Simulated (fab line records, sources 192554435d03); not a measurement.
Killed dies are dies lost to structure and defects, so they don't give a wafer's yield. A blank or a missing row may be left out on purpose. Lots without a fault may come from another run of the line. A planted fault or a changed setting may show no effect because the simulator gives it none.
Which tool did it? | flow n5_finfet | 10 lots, 29 wafers sampled, at 5 steps of a route of 1938

WHAT THE GAUGES READ, wafer by wafer
N5_BEOL_M4_RC_MEAS_101. Usual: DIBL_N 36.1 mV/V, standard deviation 2.5; DIBL_P 36 mV/V, standard deviation 3.3; IOFF_N 0.16 nA/um, standard deviation 0.046; IOFF_P 0.20 nA/um, standard deviation 0.051; ION_N 676 uA/um, standard deviation 16; ION_P 462 uA/um, standard deviation 11; SS_N 71.6 mV/dec, standard deviation 0.87; SS_P 73.2 mV/dec, standard deviation 0.86; VT_N 251 mV, standard deviation 4.4; VT_P -252 mV, standard deviation 4.6.
lot  | measured     | on        | DIBL_N (mV/V)  | DIBL_P (mV/V) | IOFF_N (nA/um) | IOFF_P (nA/um) | ION_N (uA/um) | ION_P (uA/um) | SS_N (mV/dec)  | SS_P (mV/dec)  | VT_N (mV)   | VT_P (mV)      | flag
L942 | day 9 09:12  | prober-02 | 36.6 37.9      | 37 39         | 0.17 0.20      | 0.21 0.26      | 683 692       | 459 472       | 71.8 72.5      | 73.2 74.2      | 249 248     | -250 -248      |
L943 | day 9 00:22  | prober-02 | 39.6 32.8 35.8 | 40 33 34      | 0.22 0.11 0.17 | 0.24 0.14 0.17 | 684 672 671   | 462 458 455   | 72.7 70.8 72.8 | 74.3 72.5 72.4 | 247 257 255 | -252 -255 -253 |
L945 | day 9 10:52  | prober-02 | 34.5 41.0 35.1 | 35 42 36      | 0.13 0.25 0.14 | 0.17 0.30 0.18 | 677 694 675   | 463 463 465   | 71.4 72.8 71.4 | 72.9 75.3 73.1 | 250 243 250 | -253 -249 -255 |
L947 | day 10 11:51 | prober-01 | 30.8 40.7 33.8 | 30 41 34      | 0.09 0.24 0.12 | 0.15 0.31 0.19 | 661 677 672   | 461 462 464   | 69.9 73.5 71.3 | 72.2 75.1 72.9 | 257 246 254 | -253 -247 -251 |
L950 | day 11 22:55 | prober-02 | 35.9 34.8 37.7 | 37 35 39      | 0.15 0.13 0.19 | 0.20 0.18 0.26 | 668 675 677   | 463 457 469   | 72.0 71.6 72.3 | 72.9 72.4 73.9 | 251 251 247 | -251 -252 -247 |
L956 | day 13 06:30 | prober-01 | 37.8 40.8 38.4 | 36 43 39      | 0.21 0.28 0.24 | 0.19 0.33 0.24 | 676 710 706   | 452 485 474   | 73.2 72.2 72.7 | 72.3 74.8 72.9 | 247 242 243 | -250 -241 -245 |
L957 | day 13 13:56 | prober-01 | 38.2 36.2 39.5 | 38 35 38      | 0.15 0.12 0.17 | 0.16 0.13 0.16 | 668 678 655   | 448 449 434   | 72.4 72.2 73.1 | 74.4 73.6 74.2 | 252 256 251 | -260 -260 -260 |
L961 | day 14 01:21 | prober-01 | 35.2 33.2 34.9 | 35 31 33      | 0.13 0.10 0.13 | 0.20 0.14 0.18 | 672 647 664   | 473 452 461   | 71.3 71.0 71.7 | 72.6 72.2 72.7 | 253 258 255 | -252 -257 -252 |
L963 | day 14 23:05 | prober-02 | 38.2 38.2 37.5 | 38 39 38      | 0.19 0.19 0.18 | 0.24 0.26 0.24 | 660 679 692   | 462 471 474   | 72.5 72.5 71.3 | 73.5 74.0 73.4 | 248 249 246 | -243 -247 -245 |
L965 | day 14 08:28 | prober-02 | 33.5 37.8 37.6 | 32 38 38      | 0.12 0.20 0.18 | 0.16 0.27 0.26 | 678 695 696   | 463 481 482   | 70.9 72.0 71.1 | 72.3 74.1 73.7 | 252 245 247 | -254 -243 -245 |

WHICH TOOL RAN EACH LOT (tool, then ch and the chambers of the sampled wafers, then the start)
lot  | N5_MOL_CONTACT_COAG_ETCHBACK_136   | N5_BEOL_M0_SAQP_ILD_DEP_01     | N5_BEOL_M0_SAQP_PECVD_96        | N5_BEOL_M0_SAQP_PECVD_04
L942 | rie_diel-03 ch 2,3, day 5 04:03    | pecvd-04 ch 0,1, day 5 08:41   | pecvd-04 ch 0,2, day 5 10:16    | pecvd-04 ch 0,2, day 5 10:22
L943 | rie_diel-05 ch 0,1,3, day 5 12:07  | pecvd-01 ch 0,2, day 5 17:03   | pecvd-01 ch 0,1,2, day 5 18:16  | pecvd-01 ch 0,1,2, day 5 18:21
L945 | rie_diel-03 ch 1,2,3, day 5 23:23  | pecvd-01 ch 0,1,2, day 6 03:55 | pecvd-02 ch 0,1,2, day 6 04:53  | pecvd-02 ch 0,1,2, day 6 04:58
L947 | rie_diel-02 ch 0,1,3, day 6 10:35  | pecvd-04 ch 0,1,2, day 6 15:08 | pecvd-02 ch 0,2, day 6 17:34    | pecvd-02 ch 0,2, day 6 17:40
L950 | rie_diel-02 ch 0,1,2, day 7 08:56  | pecvd-02 ch 0,2, day 7 14:11   | pecvd-04 ch 0,1,2, day 7 17:14  | pecvd-04 ch 0,1,2, day 7 17:19
L956 | rie_diel-02 ch 0,1,2, day 8 21:10  | pecvd-04 ch 0,1,2, day 9 01:43 | pecvd-02 ch 0,2, day 9 02:37    | pecvd-02 ch 0,2, day 9 02:42
L957 | rie_diel-03 ch 2,3, day 9 00:28    | pecvd-02 ch 0,1, day 9 05:01   | pecvd-04 ch 1,2, day 9 07:02    | pecvd-04 ch 1,2, day 9 07:07
L961 | rie_diel-02 ch 0,1,2, day 10 00:09 | pecvd-01 ch 0,2, day 10 06:13  | pecvd-04 ch 0,1, day 10 07:49   | pecvd-04 ch 0,1, day 10 07:55
L963 | rie_diel-02 ch 0,2,3, day 10 11:08 | pecvd-02 ch 0,1, day 10 15:42  | pecvd-04 ch 0,2, day 10 17:59   | pecvd-04 ch 0,2, day 10 18:04
L965 | rie_diel-02 ch 2,3, day 11 02:35   | pecvd-01 ch 0,1, day 11 07:09  | pecvd-04 ch 0,1,2, day 11 08:24 | pecvd-04 ch 0,1,2, day 11 08:29
- N5_MOL_CONTACT_COAG_ETCHBACK_136: etches SiO2 in CHF3, target depth 25 nm, time 16.7 s.
- N5_BEOL_M0_SAQP_ILD_DEP_01: deposits SiOC from DEMS/O2, target thk 45.419 nm, time 8.7 s.
- N5_BEOL_M0_SAQP_PECVD_96: deposits a-Si from SiH4/He, target thk 45 nm, time 45.2 s.
- N5_BEOL_M0_SAQP_PECVD_04: deposits a-Si from SiH4/He, target thk 60 nm, time 60.2 s.

WHAT THE TOOLS THEMSELVES READ (means of the sampled wafers that have a number; where no wafer has one, the mark that the record gives instead)
N5_MOL_CONTACT_COAG_ETCHBACK_136. Usual: drypump_motor_current_A 5.7 A, standard deviation 0.37; oes_product_au 0.79 a.u., standard deviation 0.087; rf_vpp_V 531 V, standard deviation 16; showerhead_plenum_p_Torr 2.41 Torr, standard deviation 0.072; throttle_valve_pct 18.76 %, standard deviation 0.25.
lot  | tool        | drypump_motor_current_A (A) | oes_product_au (a.u.) | rf_vpp_V (V) | showerhead_plenum_p_Torr (Torr) | throttle_valve_pct (%) | flag
L942 | rie_diel-03 | 5.6                         | 0.70                  | 524          | 2.45                            | 19.01                  |
L943 | rie_diel-05 | 5.7                         | 0.79                  | 534          | 2.42                            | 18.74                  |
L945 | rie_diel-03 | 5.5                         | 0.69                  | 531          | 2.45                            | 19.00                  |
L947 | rie_diel-02 | 5.7                         | 0.85                  | 530          | 2.40                            | 18.56                  |
L950 | rie_diel-02 | 5.7                         | 0.87                  | 522          | 2.46                            | 18.45                  |
L956 | rie_diel-02 | 5.7                         | 0.86                  | 522          | 2.46                            | 18.47                  |
L957 | rie_diel-03 | 5.7                         | 0.92                  | 528          | 2.44                            | 18.68                  |
L961 | rie_diel-02 | 5.7                         | 0.85                  | 522          | 2.45                            | 18.48                  |
L963 | rie_diel-02 | 5.8                         | 0.80                  | 525          | 2.40                            | 18.71                  |
L965 | rie_diel-02 | 5.6                         | 0.76                  | 518          | 2.40                            | 18.78                  |

N5_BEOL_M0_SAQP_ILD_DEP_01. Usual: heater_power_w 468 W, standard deviation 75; showerhead_plenum_p_Torr 5.689 Torr, standard deviation 0.014; throttle_valve_pct 11.7 %, standard deviation 0.4.
lot  | tool     | heater_power_w (W) | showerhead_plenum_p_Torr (Torr) | throttle_valve_pct (%) | flag
L942 | pecvd-04 | 533                | 5.681                           | 12.2                   |
L943 | pecvd-01 | 493                | 5.683                           | 11.9                   |
L945 | pecvd-01 | 472                | 5.687                           | 11.7                   |
L947 | pecvd-04 | 528                | 5.696                           | 11.9                   |
L950 | pecvd-02 | 363                | 5.679                           | 11.6                   |
L956 | pecvd-04 | 529                | 5.687                           | 11.9                   |
L957 | pecvd-02 | 457                | 5.685                           | 11.4                   |
L961 | pecvd-01 | 504                | 5.693                           | 12.0                   |
L963 | pecvd-02 | 483                | 5.689                           | 11.6                   |
L965 | pecvd-01 | 450                | 5.693                           | 11.7                   |

N5_BEOL_M0_SAQP_PECVD_96. Usual: heater_power_w 622 W, standard deviation 71; run_length_s 81.6 s, standard deviation 0.6; showerhead_plenum_p_Torr 5.65 Torr, standard deviation 0.048; throttle_valve_pct 17.9 %, standard deviation 0.69.
lot  | tool     | heater_power_w (W) | run_length_s (s) | showerhead_plenum_p_Torr (Torr) | throttle_valve_pct (%) | flag
L942 | pecvd-04 | 692                | 82.5             | 5.66                            | 17.4                   |
L943 | pecvd-01 | 579                | 81.3             | 5.66                            | 17.9                   |
L945 | pecvd-02 | 568                | 81.5             | 5.64                            | 17.7                   |
L947 | pecvd-02 | 523                | 81.3             | 5.61                            | 17.6                   |
L950 | pecvd-04 | 639                | 81.9             | 5.64                            | 18.0                   |
L956 | pecvd-02 | 532                | 80.7             | 5.61                            | 17.8                   |
L957 | pecvd-04 | 624                | 82.1             | 5.69                            | 18.3                   |
L961 | pecvd-04 | 688                | 82.5             | 5.61                            | 17.9                   |
L963 | pecvd-04 | 629                | 82.3             | 5.68                            | 17.5                   |
L965 | pecvd-04 | 646                | 81.8             | 5.64                            | 18.2                   |

N5_BEOL_M0_SAQP_PECVD_04. Usual: heater_power_w 626 W, standard deviation 74; showerhead_plenum_p_Torr 5.65 Torr, standard deviation 0.048; throttle_valve_pct 17.9 %, standard deviation 0.69.
lot  | tool     | heater_power_w (W) | showerhead_plenum_p_Torr (Torr) | throttle_valve_pct (%) | flag
L942 | pecvd-04 | 706                | 5.68                            | 17.6                   |
L943 | pecvd-01 | 604                | 5.66                            | 18.0                   |
L945 | pecvd-02 | 553                | 5.64                            | 17.5                   |
L947 | pecvd-02 | 483                | 5.62                            | 17.7                   |
L950 | pecvd-04 | 664                | 5.65                            | 18.0                   |
L956 | pecvd-02 | 532                | 5.62                            | 17.7                   |
L957 | pecvd-04 | 655                | 5.69                            | 18.0                   |
L961 | pecvd-04 | 676                | 5.61                            | 18.0                   |
L963 | pecvd-04 | 614                | 5.68                            | 17.6                   |
L965 | pecvd-04 | 683                | 5.64                            | 18.0                   |

THE ANSWER, worked out from the rows above alone
Rule: a lot is off if the mean of its wafers that have a number lies more than 3 standard deviations from the usual mean. A lot without any number at a reading at which 4 lots or more have one is off too. The other lots that the step has rows for count as sound. The gauges are gone through in route order, then the tools' own readings, and for those a lot's mean is taken as printed above. The first step at which some lot is off is used, and at that step the reading that is off furthest; a lot without a number counts as furthest.
No lot is off at any reading shown: from this, nothing can be told.

WHAT THE SIMULATOR HAD PUT IN
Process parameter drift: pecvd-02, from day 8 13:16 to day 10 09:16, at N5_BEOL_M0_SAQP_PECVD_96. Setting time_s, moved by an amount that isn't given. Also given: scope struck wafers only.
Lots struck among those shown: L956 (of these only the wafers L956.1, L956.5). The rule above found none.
